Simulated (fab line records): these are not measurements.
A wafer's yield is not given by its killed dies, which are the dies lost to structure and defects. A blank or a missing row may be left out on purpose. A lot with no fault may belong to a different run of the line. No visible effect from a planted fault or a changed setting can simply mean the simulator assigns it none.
Chamber matching + flow n5 finfet + rie diel-01 running N5_ZERO_LAYER_ETCH_17: 4 sister chambers
The step etches SiO2 in CF4, target depth 12 nm, time 13.3 s. 4 wafers are shown with their chamber, then 8 later ones without.

## WAFERS, EACH WITH ITS CHAMBER
| wafer  | chamber | showerhead plenum p Torr (Torr) |
|--------|---------|---------------------------------|
| L079.1 | 1       | 2.22                            |
| L083.3 | 2       | 2.19                            |
| L083.5 | 0       | 2.16                            |
| L085.3 | 3       | 2.05                            |

## WAFERS WITH NO CHAMBER GIVEN
| wafer  | showerhead plenum p Torr (Torr) |
|--------|---------------------------------|
| L085.5 | 2.19                            |
| L085.6 | 2.05                            |
| L093.2 | 2.19                            |
| L093.4 | 2.16                            |
| L093.6 | 2.16                            |
| L097.1 | 2.18                            |
| L097.3 | 2.21                            |
| L097.6 | 2.05                            |

## WHICH CHAMBER EACH ONE RAN IN
| wafer  | from the rows above     | in truth |
|--------|-------------------------|----------|
| L085.5 | 2                       | 2        |
| L085.6 | 3                       | 3        |
| L093.2 | 2                       | 2        |
| L093.4 | 0                       | 0        |
| L093.6 | 0                       | 0        |
| L097.1 | 2                       | 2        |
| L097.3 | can't be placed: 1 or 2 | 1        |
| L097.6 | 3                       | 3        |
Correct placement for 7 of the 8. These rows do not allow placing 1 (true chamber among the candidates in 1). Number placed wrongly: 0.
How it was worked out, from the rows above alone: a wafer's distance from a chamber is the root of the sum, over the readings, of the square of ((its reading less the chamber's mean) divided by the reading's scatter). If the next closest chamber is less than 2 further off than the closest, the wafer can't be placed; otherwise it belongs to the closest. For every chamber, the mean is computed from those of its wafers that are shown. The scatter: with one shown wafer a chamber, the root of the mean of the squares of how far each hidden wafer lies from its nearest shown one.
